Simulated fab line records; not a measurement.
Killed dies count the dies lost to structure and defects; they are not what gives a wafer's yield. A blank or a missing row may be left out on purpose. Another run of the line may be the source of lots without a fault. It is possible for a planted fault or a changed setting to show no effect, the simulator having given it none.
Chamber matching | flow n5 finfet | rie diel-04 running N5_BEOL_M8_ETCH_66: 4 sister chambers
The step etches SOC in N2/H2, target depth 80 nm, overetch 16 nm, time 120 s. 8 wafers are shown with their chamber, then 9 later ones without.

WAFERS, EACH WITH ITS CHAMBER
wafer  | chamber | drypump motor current A (A) | throttle valve pct (%)
L077.5 | 0       | 6.6                         | 17.87
L079.4 | 3       | 5.9                         | 17.66
L081.2 | 3       | 5.9                         | 17.64
L081.4 | 2       | 5.5                         | 18.09
L081.6 | 1       | 5.3                         | 17.86
L087.1 | 2       | 5.5                         | 18.13
L087.2 | 1       | 5.3                         | 17.90
L087.6 | 0       | 6.7                         | 17.49

WAFERS MISSING THEIR CHAMBER
wafer  | drypump motor current A (A) | throttle valve pct (%)
L088.4 | 5.3                         | 17.90
L088.5 | 6.7                         | 17.48
L088.6 | 5.5                         | 18.13
L093.1 | 5.8                         | 17.71
L093.3 | 5.3                         | 17.93
L093.4 | 6.7                         | 17.50
L095.2 | 5.3                         | 17.92
L095.3 | 5.5                         | 18.14
L095.4 | 6.7                         | 17.50

WHICH CHAMBER EACH ONE RAN IN
wafer  | from the rows above | in truth
L088.4 | 1                   | 1
L088.5 | 0                   | 0
L088.6 | 2                   | 2
L093.1 | 3                   | 3
L093.3 | 1                   | 1
L093.4 | 0                   | 0
L095.2 | 1                   | 1
L095.3 | 2                   | 2
L095.4 | 0                   | 0
9 of 9 placed correctly. Left unplaced by these rows: 0. 0 placed wrongly.
How it was worked out, from the rows above alone: a wafer's distance from a chamber is the root of the sum, over the readings, of the square of ((its reading less the chamber's mean) divided by the reading's scatter). The wafer belongs to the nearest chamber; if the next one is less than 2 further off, it can't be placed. The mean given for a chamber averages the wafers shown for that chamber. The scatter: take each reading less its chamber's mean, square it, sum over the shown wafers, divide by the number of wafers less the number of chambers, and take the root.
